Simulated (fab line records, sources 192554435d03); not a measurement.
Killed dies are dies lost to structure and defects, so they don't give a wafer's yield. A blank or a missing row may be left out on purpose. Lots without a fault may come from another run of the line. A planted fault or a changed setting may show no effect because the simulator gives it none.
fab line records | flow n5_finfet
record lots=10 wafers=27 last_day=17
route steps=1938 shown BEOL_M10@1486
lots that met no fault: from a run of the same line without faults
start_h: hours from the record's first day to the start of the lot's first wafer shown | wait_h: hours since the lot's step before | " the same as in the row above | L1.1+2: a row that stands for several wafers | - no value, or no start given | * or withheld: withheld | < > ~ a bound
route shown NAME@n: a module of which the file shows steps, and the number in the route of the first | usual: mean/standard deviation of fault-free wafers | same: alike in all rows | chamber/n: place in a boat | sites: the reading at each site | _std_site: their standard deviation | _edge_site: outer sites' mean less inner sites' | radius_mm: how far each site lies from the wafer's centre | mask NAME#n: copy n | behind: the tool/chamber that last shaped the wafer | hold: why the lot was held/for how many hours/how that ended | device: the transistor (n, p or np) that didn't switch | end of line: the same wafers' tests at the end of the route | a step without rows: its recipe alone | killed: dies lost to structure and defects at the first sort, not the wafer's yield | map: a wafer's dies, x killed, . not, _ none there
set.NAME: the setting as run; set.NAME@STEP: as run at that earlier step | model.NAME: the simulator's own value behind a step, which no gauge read
steps of the route over a sample of lots; a table a step, a row a wafer
services: from which hour (start_h, from the record's first day; less than 0 if before it) a tool's chamber was out of use, for how many hours, and why
## steps
# step N5_BEOL_M10_DESCUM_16
# recipe chemistry=O2 time_s=7.9 source_power_w=50 bias_power_w=20 pressure_mtorr=20 rf_frequency_hz=2.712e+07 temp_c=40 resist=CAR-ArF o2_flow_sccm=225
# usual drypump_motor_current_A=5.7/0.5 oes_product_au=0.81/0.078 rf_vpp_V=242.9/1.5 showerhead_plenum_p_Torr=2.08/0.075 throttle_valve_pct=20.42/0.27
# columns lot.wafer tool chamber start_h wait_h drypump_motor_current_A oes_product_au rf_hours_counter_h rf_vpp_V showerhead_plenum_p_Torr throttle_valve_pct
L806.1 rie_diel-02 1 214.57 0.2 6.3 0.76 162 241.8 2.02 20.32
L806.2 " 3 " " 6.1 0.95 16 242.0 2.04 20.32
L806.4 " 2 " " 5.8 0.87 34 243.3 2.13 20.30
L808.2 rie_diel-01 3 228.99 1.6 5.4 0.86 51 241.7 2.02 20.22
L808.3 " 0 " " 4.7 0.72 221 242.8 2.05 20.22
L808.4 " 1 " " 5.0 0.70 196 241.5 2.02 21.10
L811.2 rie_diel-01 0 243.60 0.0 4.7 0.71 227 242.7 2.05 20.23
L811.4 " 3 " " 5.3 0.86 57 241.4 2.02 20.22
L811.5 " 0 " " 4.7 0.71 - 242.7 2.05 20.23
L812.1 rie_diel-02 3 250.87 0.5 6.1 0.91 33 243.0 2.03 20.33
L812.5 " 3 " " 6.1 0.91 - 240.7 2.03 20.35
L812.6 " 2 " " 5.8 0.85 - 245.4 2.13 20.34
L814.2 rie_diel-06 2 252.83 0.0 5.6 0.69 231 243.8 2.15 20.92
L814.4 " 3 " " 5.6 0.79 113 240.4 2.01 20.51
L814.6 " 1 " " 6.3 0.89 - 242.9 2.04 20.16
L823.1 rie_diel-06 2 336.48 0.2 5.6 1.00 0 243.2 2.14 20.58
L823.3 " 0 " " 5.7 0.79 111 246.2 2.21 20.32
L826.1 rie_diel-02 0 340.01 0.0 5.5 0.82 94 246.0 2.21 20.45
L826.3 " 3 " " 6.1 0.87 61 241.4 2.02 20.40
L825.3 rie_diel-06 1 343.75 0.3 6.2 0.84 71 240.9 2.03 20.20
L825.6 " 2 " " 5.6 0.97 - 244.2 2.14 20.60
L827.1 rie_diel-02 1 347.84 0.0 6.3 0.73 208 242.2 2.01 20.39
L827.4 " 0 " " 5.5 0.81 - 244.8 2.21 20.48
L827.5 " 1 " " 6.3 0.73 - 240.4 2.01 20.40
L828.2 rie_diel-01 1 356.71 0.0 5.0 0.68 244 241.5 2.00 21.17
L828.4 " 0 " " 4.7 0.94 13 241.8 2.03 19.94
L828.5 " 3 " " 5.4 0.81 - 242.1 2.01 20.28
# step N5_BEOL_M10_HM_OPEN_17
# recipe chemistry=Cl2/BCl3 target_depth_a=200 overetch_a=60 target=TiN mask_material=SOC ion_energy_ev=150 pressure_mtorr=10 icp_w=1000 bias_w=126 Cl2_flow_sccm=53.25 bcl3_flow_sccm=21.75 Ar_flow_sccm=25
# usual drypump_motor_current_A=5.5/0.39 oes_ar_750_au=0.79/0.12 oes_product_au=0.67/0.099 throttle_valve_pct=22.24/0.22
# columns lot.wafer tool chamber start_h wait_h drypump_motor_current_A oes_ar_750_au oes_product_au rf_hours_counter_h throttle_valve_pct
L806.1 rie_metal-03 1 214.84 0.0 4.8 0.88 0.73 20 21.96
L806.2 " 0 " " 6.4 0.84 0.73 14 21.65
L806.4 " 1 " " 4.8 0.88 0.73 - 21.97
L808.2 rie_metal-02 1 229.30 0.1 5.6 0.62 0.54 - 22.25
L808.3 " 1 " " 5.6 0.62 0.54 - 22.24
L808.4 " 1 " " 5.6 0.62 0.53 - 22.24
L811.2 rie_metal-01 0 243.88 0.0 5.9 0.80 0.68 30 22.34
L811.4 " 0 " " 5.9 0.80 0.69 - 22.34
L811.5 " 1 " " 5.1 0.87 0.73 - 22.17
L812.1 rie_metal-03 0 251.14 0.0 6.4 0.83 0.73 16 21.62
L812.5 " 0 " " 6.4 0.83 0.72 - 21.64
L812.6 " 1 " " 4.8 0.86 0.72 - 21.96
L814.2 rie_metal-01 1 253.10 0.0 5.1 0.87 0.72 19 22.19
L814.4 " 1 " " 5.1 0.86 0.72 - 22.20
L814.6 " 0 " " 5.9 0.79 0.66 - 22.37
L823.1 rie_metal-02 1 336.76 0.0 5.6 0.96 0.82 2 22.16
L823.3 " 1 " " 5.6 0.96 0.81 - 22.18
L826.1 rie_metal-02 1 340.28 0.0 5.6 0.95 0.80 3 22.17
L826.3 " 1 " " 5.6 0.95 0.81 - 22.18
L825.3 rie_metal-02 1 344.08 0.1 5.6 0.95 0.80 - 22.18
L825.6 " 1 " " 5.6 0.95 0.80 - 22.19
L827.1 rie_metal-02 1 348.11 0.0 5.6 0.94 0.79 4 22.19
L827.4 " 1 " " 5.6 0.94 0.80 - 22.20
L827.5 " 1 " " 5.6 0.94 0.80 - 22.20
L828.2 rie_metal-01 1 356.98 0.0 5.1 0.83 0.68 29 22.24
L828.4 " 0 " " 5.9 0.76 0.64 - 22.37
L828.5 " 0 " " 5.9 0.76 0.64 - 22.39
# step N5_BEOL_M10_VIA_ETCH_34
# recipe chemistry=C4F6/O2 target=SiCOH_lowk target_depth_a=1845 mask_material=SOC taper_deg=4 time_s=69.2 ion_energy_ev=250 pressure_mtorr=30 source_w=345 bias_w=185 Ar_flow_sccm=300 C4F6_flow_sccm=10 O2_flow_sccm=10
# usual C4F6_flow_sccm=10.000/0.027 drypump_motor_current_A=5.7/0.47 oes_ar_750_au=0.81/0.071 oes_product_au=0.81/0.076 rf_vpp_V=659/13 run_length_s=92.5/0.33 showerhead_plenum_p_Torr=2.84/0.1 throttle_valve_pct=20.96/0.25
# columns lot.wafer tool chamber start_h wait_h C4F6_flow_sccm drypump_motor_current_A oes_ar_750_au oes_product_au rf_hours_counter_h rf_vpp_V run_length_s showerhead_plenum_p_Torr throttle_valve_pct
L806.1 rie_diel-02 3 217.08 0.0 10.020 6.1 0.92 0.94 17 653 92.2 2.79 20.88
L806.2 " 1 " " 10.008 6.3 0.77 0.75 163 644 92.5 2.76 20.85
L806.4 " 0 " " 9.997 5.6 0.87 0.87 51 648 92.9 3.04 20.98
L808.2 rie_diel-06 2 232.17 0.0 10.048 5.6 0.71 0.69 225 640 92.8 2.93 21.39
L808.3 " 3 " " 9.998 5.6 0.79 0.80 106 652 92.3 2.76 21.06
L808.4 " 1 " " 9.959 6.3 0.91 0.92 32 667 92.5 2.78 20.62
L811.2 rie_diel-06 0 246.00 0.0 10.004 5.7 0.84 0.83 78 660 92.3 3.01 20.81
L811.4 " 3 " " 9.911 5.6 0.80 0.79 111 653 92.6 2.75 21.04
L811.5 " 3 " " 9.959 5.6 0.79 0.80 - 651 92.3 2.75 21.07
L812.1 rie_diel-02 0 252.03 0.0 10.034 5.5 0.86 0.85 67 647 92.2 3.03 21.00
L812.5 " 3 " " 10.007 6.1 0.89 0.90 - 653 92.2 2.78 20.91
L812.6 " 2 " " 10.013 5.8 0.85 0.84 - 682 93.2 2.91 20.88
L814.2 rie_diel-02 1 254.17 0.0 9.966 6.3 0.76 0.75 178 645 92.7 2.75 20.87
L814.4 " 0 " " 9.973 5.5 0.85 0.85 68 651 92.7 3.03 21.03
L814.6 " 2 " " 10.037 5.8 0.84 0.85 - 682 92.6 2.91 20.88
L823.1 rie_diel-02 3 338.22 0.0 10.013 6.1 0.86 0.87 61 653 92.6 2.77 20.93
L823.3 " 0 " " 10.027 5.5 0.82 0.82 94 648 99.4 3.02 21.07
L826.1 rie_diel-02 2 342.71 0.0 10.016 5.8 0.81 0.82 78 682 93.2 2.89 20.92
L826.3 " 3 " " 10.021 6.1 0.85 0.86 61 653 99.2 2.77 20.95
L825.3 rie_diel-02 3 344.96 0.0 9.996 6.1 0.85 0.86 63 654 99.6 2.77 20.94
L825.6 " 1 " " 9.994 6.3 0.73 0.72 - 645 92.5 2.74 20.90
L827.1 rie_diel-01 3 349.36 0.0 10.003 5.4 0.81 0.82 89 682 92.4 2.76 20.81
L827.4 " 1 " " 9.929 5.0 0.68 0.68 242 667 91.9 2.70 21.49
L827.5 " 0 " " 9.964 4.7 0.93 0.94 - 654 92.3 2.77 20.39
L828.2 rie_diel-01 2 358.24 0.0 9.995 6.2 0.83 0.83 73 659 92.4 2.89 20.91
L828.4 " 1 " " 9.999 5.0 0.69 0.69 245 668 91.9 2.70 21.49
L828.5 " 1 " " 9.974 5.1 0.68 0.68 - 667 92.1 2.70 21.51
# step N5_BEOL_M10_STRIP_77
# recipe chemistry=N2/H2 time_s=10 power_w=450 temp_c=40 pressure_mtorr=20 rf_frequency_hz=6e+07 bias_power_w=7 n2_flow_sccm=200 h2_flow_sccm=200
# usual drypump_motor_current_A=5.7/0.47 n2_flow_sccm=200.0/0.64 oes_product_au=0.81/0.077 rf_vpp_V=59.2/0.9 showerhead_plenum_p_Torr=2.53/0.092 throttle_valve_pct=23.7/0.37
# columns lot.wafer tool chamber start_h wait_h drypump_motor_current_A n2_flow_sccm oes_product_au rf_hours_counter_h rf_vpp_V showerhead_plenum_p_Torr throttle_valve_pct
L806.1 rie_diel-02 3 - - 6.1 199.6 0.95 17 59.3 2.47 23.4
L806.2 " 1 " " 6.3 199.5 0.77 163 59.5 2.44 23.4
L806.4 " 0 " " 5.5 200.3 0.88 51 59.6 2.69 23.8
L808.2 rie_diel-06 2 - - 5.6 200.6 0.70 225 57.9 2.62 24.3
L808.3 " 3 " " 5.6 199.6 0.80 106 58.6 2.46 23.7
L808.4 " 1 " " 6.3 200.6 0.91 32 60.1 2.47 23.1
L811.2 rie_diel-06 0 - - 5.7 199.1 0.83 78 59.7 2.68 23.3
L811.4 " 3 " " 5.6 200.0 0.79 111 59.6 2.45 23.7
L811.5 " 3 " " 5.6 200.8 0.79 - 59.2 2.45 23.8
L812.1 rie_diel-02 0 - - 5.5 199.7 0.86 67 59.3 2.69 23.8
L812.5 " 3 " " 6.1 200.6 0.91 - 59.0 2.46 23.4
L812.6 " 2 " " 5.8 200.2 0.85 - 59.7 2.60 23.7
L814.2 rie_diel-02 1 - - 6.3 200.3 0.75 178 57.8 2.43 23.4
L814.4 " 0 " " 5.5 199.3 0.84 68 60.0 2.69 23.8
L814.6 " 2 " " 5.8 198.5 0.85 - 60.1 2.60 23.7
L823.1 rie_diel-02 3 - - 6.1 199.5 0.85 61 59.3 2.45 23.5
L823.3 " 0 " " 5.6 201.1 0.81 94 60.8 2.68 23.9
L826.1 rie_diel-02 2 - - 5.8 200.5 0.81 78 59.6 2.59 23.8
L826.3 " 3 " " 6.1 200.4 0.87 62 59.0 2.45 23.5
L825.3 rie_diel-02 3 - - 6.1 200.5 0.86 63 58.9 2.45 23.5
L825.6 " 1 " " 6.4 199.3 0.73 - 57.9 2.42 23.4
L827.1 rie_diel-01 3 - - 5.4 200.1 0.81 89 56.5 2.43 23.7
L827.4 " 1 " " 5.1 199.8 0.67 242 59.6 2.41 24.5
L827.5 " 0 " " 4.7 199.5 0.95 - 59.4 2.50 23.3
L828.2 rie_diel-01 2 - - 6.2 200.8 0.83 73 58.9 2.56 23.6
L828.4 " 1 " " 5.0 200.1 0.67 245 58.5 2.41 24.5
L828.5 " 1 " " 5.0 199.6 0.67 - 58.9 2.41 24.5
## services
# columns tool chamber start_h hours kind
rie_metal-03 0 196.89 10.6 repair
rie_diel-06 - 215.62 15.6 pm
rie_metal-02 0 221.71 10.9 repair
rie_diel-02 2 235.45 2.4 repair
rie_diel-01 3 246.14 18.9 repair
rie_metal-01 1 271.26 6.8 repair
rie_metal-03 0 273.61 97.5 repair
rie_metal-02 1 282.34 - clean
rie_metal-02 1 282.34 22.9 scheduled_down
rie_metal-02 1 282.34 22.9 vent_cycle
rie_diel-01 2 299.37 5.1 repair
rie_diel-01 0 304.44 - clean
rie_diel-01 0 304.44 - consumable_replace:focus_ring
rie_diel-01 0 304.44 18.2 scheduled_down
rie_diel-01 0 304.44 18.2 vent_cycle
rie_diel-01 - 311.59 0.2 repair
rie_diel-06 2 312.32 - clean
rie_diel-06 2 312.32 - consumable_replace:focus_ring
rie_diel-06 2 312.32 23.8 scheduled_down
rie_diel-06 2 312.32 23.8 vent_cycle
rie_metal-02 0 321.42 - clean
rie_metal-02 0 321.42 29.9 scheduled_down
rie_metal-02 0 321.42 29.9 vent_cycle
rie_diel-02 2 343.93 4.8 repair
## key
first_sign step=N5_BEOL_M10_VIA_ETCH_34 reading=run_length_s direction=up sigmas=21 usual=* struck=*
effect none on later readings
met_at N5_BEOL_M10_VIA_ETCH_34
struck_lots L823,L825,L826
struck_wafers L823.3,L825.3,L826.3
not_acting_at N5_BEOL_M10_DESCUM_16,N5_BEOL_M10_HM_OPEN_17,N5_BEOL_M10_STRIP_77
onset_between 254.17 338.22
fault kind=process_parameter_drift tool=rie_diel-02 chamber=- onset_h=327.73 steps=N5_BEOL_M10_VIA_ETCH_34 channel=time_s offset=* shape=step end_h=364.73 scope=struck_wafers_only acts_in=* stated=*
